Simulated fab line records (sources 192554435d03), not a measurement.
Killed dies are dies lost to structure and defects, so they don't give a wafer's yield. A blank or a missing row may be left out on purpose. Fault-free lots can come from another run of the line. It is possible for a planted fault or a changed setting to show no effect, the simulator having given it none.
2 desks, one fault + flow n5_finfet + numbers are kept per desk, each desk with only its own; the story behind them comes last

== THE METROLOGY DESK ==
Means of the sampled wafers that have a number, per lot and without regard to the tool the lot ran on: this is what the gauges read. A lot is out of limits, marked OUT, if its mean lies more than 4 standard deviations from the usual mean; the brackets give that distance. It has 19 readings, of which 7 appear: the earliest out of limits, and the ones furthest out on some lot.
Columns: A = IOFF_N_LONG at N5_BEOL_M4_RC_MEAS_101, usual 5.57e-05 nA/um; B = ION_N at N5_BEOL_M4_RC_MEAS_101, usual 675 uA/um; C = VT_N at N5_BEOL_M4_RC_MEAS_101, usual 250 mV; D = VT_N_LONG at N5_BEOL_M4_RC_MEAS_101, usual 275.1 mV; E = VT_N_LVT at N5_BEOL_M4_RC_MEAS_101, usual 100 mV; F = VT_P_LONG at N5_BEOL_M4_RC_MEAS_101, usual -274.3 mV; G = VT_P_LVT at N5_BEOL_M4_RC_MEAS_101, usual -99 mV
| lot  | first seen here | A                   | B              | C              | D                | E              | F      | G    |
|------|-----------------|---------------------|----------------|----------------|------------------|----------------|--------|------|
| L977 | day 9 14:08     | 5.91e-05            | 673            | 248            | 273.1            | 99             | -273.4 | -98  |
| L979 | day 9 21:41     | 4.42e-05 (-4.4) OUT | 651            | 262            | 287.6 (+5.7) OUT | 112            | -268.2 | -90  |
| L978 | day 10 10:10    | 4.62e-05            | 650            | 264            | 290.9 (+7.2) OUT | 113            | -264.0 | -89  |
| L984 | day 11 16:20    | 3.11e-05 (-9.4) OUT | 607 (-4.9) OUT | 280 (+7.8) OUT | 302.7 (+13) OUT  | 126 (+6.8) OUT | -265.4 | -88  |
| L983 | day 11 16:47    | 5.91e-05            | 698            | 247            | 272.1            | 97             | -269.8 | -93  |
| L987 | day 12 00:33    | 5.75e-05            | 665            | 252            | 274.1            | 105            | -271.0 | -100 |
| L990 | day 13 05:14    | 5.14e-05            | 658            | 254            | 278.1            | 104            | -278.7 | -105 |
| L993 | day 13 10:43    | 5.61e-05            | 676            | 250            | 275.5            | 99             | -274.1 | -99  |
| L994 | day 14 02:49    | 5.15e-05            | 665            | 255            | 278.0            | 104            | -277.8 | -104 |
This desk reports L978, L979, L984 out of limits; the earliest was L979 at day 9 21:41 (IOFF_N_LONG at N5_BEOL_M4_RC_MEAS_101). Within limits: L977, L983, L987, L990, L993, L994.

== AT THE TOOL OWNER'S DESK: ald_metal-03 ==
The tool's own readings at N5_HKMG_FIN_ALD_91 (deposits TiN, target thk 1 nm, pulse time 1 s, purge time 3 s): means of the sampled wafers that have a number, for each lot that ran on this tool. A lot is out of limits, marked OUT, if its mean lies more than 4 standard deviations from the usual mean; the brackets give that distance.
Columns: A = heater_power_w at N5_HKMG_FIN_ALD_91, usual 879 W; B = precursor_pulse_height_rel at N5_HKMG_FIN_ALD_91, usual 0.999
| lot  | first seen here | A   | B     |
|------|-----------------|-----|-------|
| L978 | day 5 22:36     | 835 | 0.996 |
| L979 | day 6 04:25     | 856 | 1.010 |
| L984 | day 7 11:09     | 954 | 0.992 |
| L993 | day 9 17:15     | 847 | 1.014 |
| L994 | day 9 21:25     | 908 | 0.982 |
Finding of this desk: none of the 5 lots has anything out of limits.

== BROUGHT TOGETHER ==
The metrology desk could have raised an alarm at day 9 21:41, on L978, L979, L984.
The desk of the tool owner found nothing out of limits.
Tool owner's desk: L978, L979, L984 on record, inside its limits.
The lots listed all ran N5_HKMG_FIN_ALD_91 on ald_metal-03.

== WHAT THE SIMULATOR PUT IN ==
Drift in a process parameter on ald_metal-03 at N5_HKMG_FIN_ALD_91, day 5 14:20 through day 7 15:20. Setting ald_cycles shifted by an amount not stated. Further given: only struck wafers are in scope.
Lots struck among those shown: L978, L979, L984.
Delay in hours, fault start to first out-of-limits reading, per desk: metrology desk 103.
